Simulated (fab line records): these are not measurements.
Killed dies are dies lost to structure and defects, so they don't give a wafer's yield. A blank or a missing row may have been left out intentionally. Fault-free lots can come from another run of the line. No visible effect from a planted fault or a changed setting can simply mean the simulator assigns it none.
Matching of chambers | flow nandHarc | NHARC_P_CONTACT_ALD_22 on aldMetal-02 has 4 sister chambers
The step deposits TiN, target thk 3 nm, pulse time 1 s, ald cycles 150. 4 wafers are shown with their chamber, then 12 later ones without.

EACH WAFER AND ITS CHAMBER
wafer  | chamber | heaterPowerW (W)
L084.4 | 0       | 910
L092.2 | 3       | 1044
L092.3 | 1       | 1058
L092.6 | 2       | 1034

WAFERS MISSING THEIR CHAMBER
wafer  | heaterPowerW (W)
L094.1 | 1034
L094.2 | 1038
L094.3 | 913
L094.4 | 1017
L094.5 | 909
L094.6 | 1059
L093.1 | 999
L093.3 | 926
L093.4 | 1020
L097.1 | 910
L097.3 | 1018
L097.5 | 1027

WHICH CHAMBER EACH WENT THROUGH
wafer  | from the rows above          | in truth
L094.1 | can't be placed: 2 or 3 or 1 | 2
L094.2 | can't be placed: 2 or 3 or 1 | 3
L094.3 | 0                            | 0
L094.4 | can't be placed: 2 or 3 or 1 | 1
L094.5 | 0                            | 0
L094.6 | can't be placed: 1 or 3 or 2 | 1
L093.1 | can't be placed: 2 or 3 or 1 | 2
L093.3 | 0                            | 0
L093.4 | can't be placed: 2 or 3 or 1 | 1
L097.1 | 0                            | 0
L097.3 | can't be placed: 2 or 3 or 1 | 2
L097.5 | can't be placed: 2 or 3 or 1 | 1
Correct placement for 4 of the 12. Not placeable from these rows: 8 (in 8, the candidates include the true chamber). Wrongly placed: 0.
How it was worked out, from the rows above alone: a wafer's distance from a chamber is the root of the sum, over the readings, of the square of ((its reading less the chamber's mean) divided by the reading's scatter). If the next closest chamber is less than 2 further off than the closest, the wafer can't be placed; otherwise it belongs to the closest. Each chamber's mean is taken over the wafers shown for it. The scatter: root of mean squared gap, hidden wafer to nearest shown wafer, with one shown wafer a chamber.
